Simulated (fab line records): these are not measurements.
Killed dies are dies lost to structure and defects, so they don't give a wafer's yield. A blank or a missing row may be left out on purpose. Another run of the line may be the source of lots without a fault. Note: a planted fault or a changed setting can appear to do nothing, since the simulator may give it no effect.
Which tool did it?	flow n5 finfet	Sampling: 9 lots, 26 wafers, 4 of 1938 route steps

## WHAT EACH GAUGE READ, for each wafer
N5_FIN_CUT_INSPECT_17: inspects for defects (brightfield).
lot	measured	on	raw defect count
L512	day 2 03:57	defect inspect-01	323 310 280
L513	day 2 08:50	defect inspect-01	179 310 294
L516	day 3 04:01	defect inspect-01	391 213 234
L517	day 3 10:20	defect inspect-01	220 177
L518	day 3 15:52	defect inspect-02	860 201 232
L530	day 6 16:59	defect inspect-01	336 325 275
L532	day 7 04:07	defect inspect-02	277 268 144
L534	day 7 15:20	defect inspect-02	368 243 296
L535	day 7 22:40	defect inspect-02	195 356 304

## WHAT TOOL EACH LOT RAN ON (gives the tool, then ch and the chambers of the sampled wafers, and finally the start)
lot	N5_FIN_CUT_ETCH_20	N5_FIN_CUT_CUT_ETCH_27	N5_FIN_CUT_CUT_ETCH_15
L512	rie diel-05 ch 1,3, day 2 03:02	rie diel-05 ch 1,3, day 2 03:28	rie si-01 ch 0,3, day 2 03:37
L513	rie diel-05 ch 0,3, day 2 07:58	rie diel-05 ch 0,3, day 2 08:24	rie si-03 ch 1,2,3, day 2 08:33
L516	rie diel-02 ch 0,1,2, day 3 03:10	rie diel-02 ch 0,1,2, day 3 03:35	rie si-03 ch 0,2, day 3 03:44
L517	rie diel-01 ch 1,2, day 3 09:25	rie diel-01 ch 1, day 3 09:53	rie si-03 ch 0,3, day 3 10:02
L518	rie diel-05 ch 0,1,2, day 3 14:51	rie diel-05 ch 0,1,2, day 3 15:17	rie si-03 ch 0,1,3, day 3 15:26
L530	rie diel-01 ch 0,1,2, day 6 15:58	rie diel-01 ch 0,1,2, day 6 16:23	rie si-01 ch 0,2,3, day 6 16:42
L532	rie diel-01 ch 1,2,3, day 7 03:15	rie diel-01 ch 1,2,3, day 7 03:41	rie si-02 ch 2,3, day 7 03:50
L534	rie diel-05 ch 0,2,3, day 7 14:22	rie diel-05 ch 0,2,3, day 7 14:48	rie si-03 ch 0,3, day 7 14:56
L535	rie diel-02 ch 1,2, day 7 21:49	rie diel-02 ch 1,2, day 7 22:14	rie si-03 ch 0,1,2, day 7 22:23
- N5_FIN_CUT_ETCH_20: etches SiARC in CF4, target depth 26 nm, time 43.3 s.
- N5_FIN_CUT_CUT_ETCH_27: etches SiO2 in CHF3/O2, target depth 4 nm, overetch 2 nm, time 4.9 s.
- N5_FIN_CUT_CUT_ETCH_15: etches Si in HBr/Cl2/O2, target depth 100 nm, bt time 10 s, time 42.4 s.

## THE ANSWER, worked out from the rows above alone
Rule: the usual values come from the lots themselves. Put in order of their means at a reading, lots are off if they are a third of the lots or fewer, leave a main group of 4 or more, and stand apart from it by a gap of 3 or more times the standard deviation of the main group's means; of several such gaps the widest counts. Not used: any main group whose means are identical at the precision the tables above print for the reading. Also off: a lot with no number at a reading for which 4 or more lots have one. The other lots that the step has rows for count as sound.
Off: L518 (N5_FIN_CUT_INSPECT_17, raw defect count). For the main group the mean is 272 and the standard deviation 37.
If a tool, at a process step before that reading, ran all the lots that are off and no sound lot after the first of them, it fits. The gauges at N5_FIN_CUT_INSPECT_17 are tried like those tools. Not one of the candidates tried fits.

## WHAT HAD BEEN PUT IN BY THE SIMULATOR
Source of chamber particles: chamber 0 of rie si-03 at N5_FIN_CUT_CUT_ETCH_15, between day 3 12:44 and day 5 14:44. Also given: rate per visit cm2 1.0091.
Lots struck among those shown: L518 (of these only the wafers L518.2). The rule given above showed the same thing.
